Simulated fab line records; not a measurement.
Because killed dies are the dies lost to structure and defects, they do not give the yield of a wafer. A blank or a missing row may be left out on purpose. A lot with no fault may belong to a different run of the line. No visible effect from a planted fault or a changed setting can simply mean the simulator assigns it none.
Which of the tools did it? ; flow n5 finfet ; 22 lots with 66 wafers sampled at 6 steps, on a route of 1938 steps

WHAT THE GAUGES SHOWED, per wafer
Not one reading of a measure or inspect step in the record can be checked against a usual standard deviation.

EACH LOT AND THE TOOL THAT RAN IT (in order: tool; ch and the chambers of the sampled wafers; start)
lot;N5_BEOL_M12_SPUTTER_44;N5_BEOL_M12_ANNEAL_48;N5_BEOL_M14_ETCH_59;N5_BEOL_M14_DESCUM_33;N5_BEOL_M14_ETCH_68;N5_BEOL_M14_STRIP_37
L076;pvd sputter-02, day 11 03:17;rtp anneal-01 ch 0, day 11 04:31;rie diel-02 ch 0,1, day 11 13:30;rie diel-04 ch 0,1,2, day 11 14:26;rie diel-04 ch 0,1,2, day 11 14:37;rie diel-04 ch 1,2,3, day 11 19:05
L075;pvd sputter-03, day 11 03:38;rtp anneal-02 ch 0, day 11 04:43;rie diel-04 ch 0,1, day 11 15:43;rie diel-04 ch 1,2,3, day 11 16:56;rie diel-04 ch 1,2,3, day 11 17:07;rie diel-02 ch 0,1,2, day 11 20:26
L074;pvd sputter-02, day 11 03:41;rtp anneal-01 ch 0, day 11 04:47;rie diel-02 ch 1,2,3, day 11 14:14;rie diel-05 ch 0,1,3, day 11 15:34;rie diel-05 ch 0,1,3, day 11 15:45;rie diel-05 ch 1,2,3, day 11 19:07
L077;pvd sputter-01, day 11 06:58;rtp anneal-02 ch 0, day 11 07:22;rie diel-02 ch 0,3, day 11 15:21;rie diel-05 ch 0,1,2, day 11 16:17;rie diel-05 ch 0,1,2, day 11 16:28;rie diel-02 ch 2,3, day 11 19:47
L078;pvd sputter-02, day 11 20:47;rtp anneal-01 ch 0, day 11 21:56;rie diel-04 ch 0,2,3, day 12 06:00;rie diel-02 ch 0,2,3, day 12 06:56;rie diel-02 ch 0,2,3, day 12 07:07;rie diel-04 ch 0,1, day 12 07:58
L079;pvd sputter-02, day 12 04:32;rtp anneal-01 ch 0, day 12 04:52;rie diel-05 ch 2,3, day 12 12:31;rie diel-05 ch 1,2,3, day 12 13:19;rie diel-05 ch 1,2,3, day 12 13:31;rie diel-05 ch 0,1,3, day 12 14:50
L080;pvd sputter-03, day 12 11:55;rtp anneal-02 ch 0, day 12 12:22;rie diel-05 ch 0,1, day 12 18:54;rie diel-05 ch 0,2, day 12 19:51;rie diel-05 ch 0,2, day 12 20:02;rie diel-04 ch 0,1,3, day 13 03:13
L082;pvd sputter-02, day 13 10:20;rtp anneal-01 ch 0, day 13 10:41;rie diel-02 ch 0,1,3, day 13 17:50;rie diel-04 ch 1,2, day 13 18:44;rie diel-04 ch 1,2, day 13 18:55;rie diel-04 ch 0,1,2, day 13 20:50
L081;pvd sputter-01, day 13 10:24;rtp anneal-02 ch 0, day 13 10:50;rie diel-05 ch 0,2, day 13 18:41;rie diel-02 ch 1,2, day 13 19:29;rie diel-02 ch 1,2, day 13 19:40;rie diel-04 ch 0,2, day 13 21:04
L085;pvd sputter-01, day 13 12:06;rtp anneal-02 ch 0, day 13 12:33;rie diel-02 ch 1,2, day 13 18:55;rie diel-05 ch 0,3, day 13 19:44;rie diel-05 ch 0,3, day 13 19:55;rie diel-02 ch 0,1,2, day 14 01:12
L083;pvd sputter-01, day 13 13:11;rtp anneal-02 ch 0, day 13 13:31;rie diel-05 ch 0,1,2, day 13 20:42;rie diel-02 ch 1,2,3, day 13 21:41;rie diel-02 ch 1,2,3, day 13 21:52;rie diel-04 ch 0,2, day 14 01:17
L084;pvd sputter-01, day 13 14:29;rtp anneal-01 ch 0, day 13 14:55;rie diel-05 ch 0,1,2, day 13 21:03;rie diel-02 ch 1,2, day 13 22:25;rie diel-02 ch 1,2, day 13 22:36;rie diel-02 ch 0,3, day 14 01:31
L087;pvd sputter-02, day 14 08:25;rtp anneal-01 ch 0, day 14 09:03;rie diel-02 ch 0,1, day 14 16:33;rie diel-05 ch 0,2,3, day 14 17:58;rie diel-05 ch 0,2,3, day 14 18:09;rie diel-04 ch 0,2, day 14 18:55
L088;pvd sputter-02, day 14 14:16;rtp anneal-02 ch 0, day 14 14:52;rie diel-05 ch 0,1,3, day 14 22:34;rie diel-02 ch 0,1,3, day 14 23:23;rie diel-02 ch 0,1,3, day 14 23:34;rie diel-05 ch 0,1,2, day 15 03:32
L086;pvd sputter-03, day 14 14:20;rtp anneal-02 ch 0, day 14 15:08;rie diel-05 ch 0,2,3, day 14 23:39;rie diel-05 ch 0,1,3, day 15 00:31;rie diel-05 ch 0,1,3, day 15 00:42;rie diel-02 ch 1,2,3, day 15 04:06
L093;pvd sputter-03, day 15 10:50;rtp anneal-02 ch 0, day 15 11:13;rie diel-02 ch 2,3, day 15 18:49;rie diel-04 ch 0,1, day 15 19:54;rie diel-04 ch 0,1, day 15 20:05;rie diel-04 ch 1,2, day 15 21:43
L090;pvd sputter-02, day 15 13:55;rtp anneal-02 ch 0, day 15 14:16;rie diel-04 ch 0,1,2, day 15 22:09;rie diel-02 ch 1,3, day 15 23:05;rie diel-02 ch 1,3, day 15 23:16;rie diel-05 ch 0,2, day 16 02:40
L092;pvd sputter-03, day 15 16:47;rtp anneal-01 ch 0, day 15 17:07;rie diel-05 ch 0,1,2, day 15 23:43;rie diel-02 ch 1,2,3, day 16 00:41;rie diel-02 ch 1,2,3, day 16 00:52;rie diel-04 ch 0,1,2, day 16 02:47
L095;pvd sputter-02, day 16 18:42;rtp anneal-02 ch 0, day 16 19:02;rie diel-05 ch 0,3, day 17 06:45;rie diel-04 ch 0,2,3, day 17 07:41;rie diel-04 ch 0,2,3, day 17 07:52;rie diel-02 ch 0,1, day 17 08:29
L094;pvd sputter-02, day 17 02:10;rtp anneal-02 ch 0, day 17 02:35;rie diel-05 ch 2,3, day 17 10:46;rie diel-04 ch 2,3, day 17 11:46;rie diel-04 ch 2,3, day 17 11:58;rie diel-04 ch 0,1, day 17 13:51
L097;pvd sputter-02, day 17 02:49;rtp anneal-01 ch 0, day 17 03:10;rie diel-02 ch 2,3, day 17 12:34;rie diel-02 ch 0,1,3, day 17 13:31;rie diel-02 ch 0,1,3, day 17 13:41;rie diel-05 ch 1,2,3, day 17 14:12
L096;pvd sputter-03, day 17 13:52;rtp anneal-02 ch 0, day 17 14:13;rie diel-02 ch 0,1,3, day 17 21:36;rie diel-05 ch 2,3, day 17 23:07;rie diel-05 ch 2,3, day 17 23:17;rie diel-05 ch 0,1,2, day 18 03:14
- N5_BEOL_M12_SPUTTER_44: material Ta, target thk 10 nm, time 16.13 s.
- N5_BEOL_M12_ANNEAL_48: time 90 s.
- N5_BEOL_M14_ETCH_59: etches BARC in N2/H2, target depth 89 nm, overetch 26.7 nm, time 67.9 s.
- N5_BEOL_M14_DESCUM_33: chemistry O2, time 7.9 s.
- N5_BEOL_M14_ETCH_68: etches SOC in N2/H2, time 450 s.
- N5_BEOL_M14_STRIP_37: strips in O2.

WHAT THE TOOLS THEMSELVES READ (means of the sampled wafers that have a number; where no wafer has one, the mark that the record gives instead)
N5_BEOL_M12_SPUTTER_44. Usual: substrate temp c 50.00 C, standard deviation 0.13; susceptor temp C 50.00 C, standard deviation 0.12; throttle valve pct 30.1 %, standard deviation 0.69.
lot;tool;substrate temp c (C);susceptor temp C (C);throttle valve pct (%);flag
L076;pvd sputter-02;50.00;49.92;30.0;
L075;pvd sputter-03;50.06;50.14;28.9;
L074;pvd sputter-02;50.11;49.90;30.4;
L077;pvd sputter-01;49.96;49.93;30.9;
L078;pvd sputter-02;50.06;49.99;30.6;
L079;pvd sputter-02;49.98;49.84;29.7;
L080;pvd sputter-03;50.02;50.11;30.5;
L082;pvd sputter-02;49.99;50.10;30.2;
L081;pvd sputter-01;49.95;50.01;30.4;
L085;pvd sputter-01;50.04;49.98;30.3;
L083;pvd sputter-01;50.02;49.95;30.9;
L084;pvd sputter-01;50.01;49.92;30.9;
L087;pvd sputter-02;49.96;50.11;30.2;
L088;pvd sputter-02;50.02;49.99;30.4;
L086;pvd sputter-03;50.09;50.06;29.7;
L093;pvd sputter-03;49.95;49.98;29.3;
L090;pvd sputter-02;50.15;50.07;30.8;
L092;pvd sputter-03;49.95;50.03;29.9;
L095;pvd sputter-02;50.00;50.07;30.5;
L094;pvd sputter-02;50.00;50.05;30.4;
L097;pvd sputter-02;49.91;50.02;30.1;
L096;pvd sputter-03;50.05;50.00;30.1;

N5_BEOL_M12_ANNEAL_48. Usual: anneal temp c max 226.0, standard deviation 0.48; wafer_temp_C_max 226.4, standard deviation 0.66.
lot;tool;anneal temp c max;wafer_temp_C_max;flag
L076;rtp anneal-01;225.5;225.9;
L075;rtp anneal-02;226.2;226.8;
L074;rtp anneal-01;225.2;225.6;
L077;rtp anneal-02;226.3;226.6;
L078;rtp anneal-01;225.4;225.6;
L079;rtp anneal-01;225.7;225.8;
L080;rtp anneal-02;226.6;226.9;
L082;rtp anneal-01;225.7;225.7;
L081;rtp anneal-02;226.1;226.9;
L085;rtp anneal-02;226.3;226.8;
L083;rtp anneal-02;226.5;226.9;
L084;rtp anneal-01;225.6;225.9;
L087;rtp anneal-01;225.6;225.8;
L088;rtp anneal-02;226.3;227.0;
L086;rtp anneal-02;226.6;226.6;
L093;rtp anneal-02;226.8;227.2;
L090;rtp anneal-02;226.4;227.1;
L092;rtp anneal-01;225.8;225.7;
L095;rtp anneal-02;226.2;226.9;
L094;rtp anneal-02;226.4;227.3;
L097;rtp anneal-01;225.8;225.8;
L096;rtp anneal-02;226.4;226.8;

N5_BEOL_M14_ETCH_59. Usual: drypump motor current A 5.8 A, standard deviation 0.43; oes product au 0.70 a.u., standard deviation 0.051; rf vpp V 524.4 V, standard deviation 2.5; showerhead plenum p Torr 2.56 Torr, standard deviation 0.088; throttle valve pct 17.80 %, standard deviation 0.18.
lot;tool;drypump motor current A (A);oes product au (a.u.);rf vpp V (V);showerhead plenum p Torr (Torr);throttle valve pct (%);flag
L076;rie diel-02;5.6;0.64;522.0;2.46;17.85;
L075;rie diel-04;5.3;0.73;523.6;2.55;17.55;
L074;rie diel-02;5.7;0.71;525.5;2.61;17.66;
L077;rie diel-02;5.7;0.70;523.5;2.53;17.66;
L078;rie diel-04;5.8;0.72;523.6;2.52;17.59;
L079;rie diel-05;6.1;0.77;526.4;2.65;17.91;
L080;rie diel-05;5.7;0.71;521.9;2.48;17.89;
L082;rie diel-02;5.6;0.67;523.5;2.52;17.78;
L081;rie diel-05;6.1;0.74;523.1;2.52;17.90;
L085;rie diel-02;5.9;0.67;526.7;2.63;17.70;
L083;rie diel-05;6.0;0.72;523.7;2.52;17.95;
L084;rie diel-05;6.0;0.73;523.3;2.52;17.94;
L087;rie diel-02;5.4;0.66;523.2;2.51;17.88;
L088;rie diel-05;5.5;0.69;523.6;2.54;17.91;
L086;rie diel-05;5.8;0.72;525.3;2.59;17.91;
L093;rie diel-02;6.0;0.67;525.9;2.62;17.65;
L090;rie diel-04;5.4;0.71;523.7;2.50;17.57;
L092;rie diel-05;6.0;0.70;522.3;2.51;17.97;
L095;rie diel-05;5.6;0.68;523.9;2.53;17.90;
L094;rie diel-05;6.1;0.72;526.0;2.63;17.98;
L097;rie diel-02;6.0;0.65;526.3;2.61;17.66;
L096;rie diel-02;5.6;0.72;525.9;2.61;17.68;

N5_BEOL_M14_DESCUM_33. Usual: drypump motor current A 5.7 A, standard deviation 0.42; oes product au 0.83 a.u., standard deviation 0.068; rf vpp V 243.3 V, standard deviation 1.4; showerhead plenum p Torr 2.10 Torr, standard deviation 0.069; throttle valve pct 20.28 %, standard deviation 0.16.
lot;tool;drypump motor current A (A);oes product au (a.u.);rf vpp V (V);showerhead plenum p Torr (Torr);throttle valve pct (%);flag
L076;rie diel-04;5.5;0.91;243.3;2.06;20.08;
L075;rie diel-04;5.9;0.85;243.4;2.10;20.35;
L074;rie diel-05;5.5;0.85;243.4;2.09;20.35;
L077;rie diel-05;5.9;0.89;242.7;2.07;20.36;
L078;rie diel-02;5.9;0.78;244.0;2.10;20.25;
L079;rie diel-05;5.8;0.86;243.4;2.12;20.39;
L080;rie diel-05;6.0;0.89;243.4;2.06;20.33;
L082;rie diel-04;5.6;0.90;243.2;2.06;20.22;
L081;rie diel-02;5.9;0.79;244.4;2.16;20.31;
L085;rie diel-05;5.6;0.84;243.9;2.08;20.31;
L083;rie diel-02;5.7;0.81;244.8;2.14;20.23;
L084;rie diel-02;5.5;0.80;243.1;2.14;20.31;
L087;rie diel-05;5.8;0.86;243.2;2.12;20.35;
L088;rie diel-02;5.6;0.78;243.1;2.07;20.29;
L086;rie diel-05;5.5;0.80;242.4;2.08;20.38;
L093;rie diel-04;5.3;0.82;242.6;2.08;20.20;
L090;rie diel-02;5.4;0.81;244.5;2.10;20.27;
L092;rie diel-02;5.7;0.79;244.0;2.13;20.26;
L095;rie diel-04;5.8;0.90;242.8;2.06;20.09;
L094;rie diel-04;6.3;0.94;243.7;2.11;20.18;
L097;rie diel-02;5.6;0.85;244.3;2.15;20.17;
L096;rie diel-05;5.6;0.82;244.6;2.17;20.39;

N5_BEOL_M14_ETCH_68. Usual: drypump motor current A 5.7 A, standard deviation 0.42; oes product au 0.83 a.u., standard deviation 0.067; rf vpp V 524.0 V, standard deviation 2.4; showerhead plenum p Torr 2.55 Torr, standard deviation 0.083; throttle valve pct 17.65 %, standard deviation 0.19.
lot;tool;drypump motor current A (A);oes product au (a.u.);rf vpp V (V);showerhead plenum p Torr (Torr);throttle valve pct (%);flag
L076;rie diel-04;5.5;0.91;523.3;2.52;17.40;
L075;rie diel-04;5.9;0.85;524.0;2.56;17.66;
L074;rie diel-05;5.6;0.84;523.6;2.55;17.76;
L077;rie diel-05;6.0;0.88;523.0;2.53;17.80;
L078;rie diel-02;5.9;0.78;524.0;2.54;17.58;
L079;rie diel-05;5.8;0.87;525.2;2.60;17.80;
L080;rie diel-05;6.0;0.87;522.7;2.53;17.79;
L082;rie diel-04;5.6;0.90;522.8;2.51;17.56;
L081;rie diel-02;5.9;0.78;525.4;2.63;17.59;
L085;rie diel-05;5.6;0.83;523.2;2.55;17.75;
L083;rie diel-02;5.7;0.80;526.0;2.60;17.59;
L084;rie diel-02;5.6;0.80;525.2;2.60;17.69;
L087;rie diel-05;5.8;0.86;524.4;2.59;17.80;
L088;rie diel-02;5.6;0.77;522.7;2.51;17.70;
L086;rie diel-05;5.5;0.81;523.5;2.54;17.81;
L093;rie diel-04;5.3;0.83;524.1;2.53;17.51;
L090;rie diel-02;5.4;0.80;524.3;2.57;17.70;
L092;rie diel-02;5.7;0.78;525.6;2.59;17.61;
L095;rie diel-04;5.8;0.90;523.3;2.50;17.39;
L094;rie diel-04;6.3;0.95;524.7;2.55;17.48;
L097;rie diel-02;5.5;0.85;525.6;2.61;17.56;
L096;rie diel-05;5.6;0.82;526.4;2.66;17.82;

N5_BEOL_M14_STRIP_37. Usual: drypump motor current A 5.7 A, standard deviation 0.42; oes product au 0.83 a.u., standard deviation 0.068; rf vpp V 3.7 V, standard deviation 0.89; showerhead plenum p Torr 2.09 Torr, standard deviation 0.067; throttle valve pct 16.51 %, standard deviation 0.21.
lot;tool;drypump motor current A (A);oes product au (a.u.);rf vpp V (V);showerhead plenum p Torr (Torr);throttle valve pct (%);flag
L076;rie diel-04;5.9;0.83;3.9;2.11;16.59;
L075;rie diel-02;5.7;0.77;3.3;2.10;16.60;
L074;rie diel-05;5.8;0.88;4.1;2.13;16.62;
L077;rie diel-02;6.0;0.81;3.4;2.18;16.45;
L078;rie diel-04;5.3;0.84;3.3;2.09;16.40;
L079;rie diel-05;5.5;0.83;3.4;2.09;16.57;
L080;rie diel-04;5.7;0.79;3.3;2.10;16.49;
L082;rie diel-04;5.5;0.87;4.1;2.06;16.34;
L081;rie diel-04;5.4;0.88;3.9;2.03;16.19;
L085;rie diel-02;5.7;0.75;3.4;2.10;16.64;
L083;rie diel-04;5.6;0.89;3.3;2.03;16.29;
L084;rie diel-02;5.7;0.74;3.0;2.03;16.60;
L087;rie diel-04;5.6;0.89;3.4;2.03;16.30;
L088;rie diel-05;6.0;0.83;3.4;2.06;16.63;
L086;rie diel-02;5.7;0.80;2.5;2.14;16.51;
L093;rie diel-04;5.7;0.88;3.4;2.05;16.48;
L090;rie diel-05;6.2;0.85;2.6;2.09;16.63;
L092;rie diel-04;5.4;0.85;4.1;2.05;16.36;
L095;rie diel-02;5.5;0.85;3.5;2.14;16.53;
L094;rie diel-04;5.3;0.81;4.6;2.05;16.31;
L097;rie diel-05;5.8;0.81;4.6;2.11;16.70;
L096;rie diel-05;6.0;0.81;4.0;2.06;16.71;

THE ANSWER, worked out from the rows above alone
Rule: a lot counts as off when the mean over its wafers that have a number is more than 3 standard deviations away from the usual mean. Also off: a lot with no number at a reading for which 4 or more lots have one. All remaining lots with rows at the step are treated as sound. After the gauges, taken in route order, come the tools' own readings; for these a lot's mean is taken, as printed above. The first step at which some lot is off is used, and at that step the reading that is off furthest; a lot without a number counts as furthest.
Nothing can be told from this: no lot is off at any reading shown.

WHAT HAD BEEN PUT IN BY THE SIMULATOR
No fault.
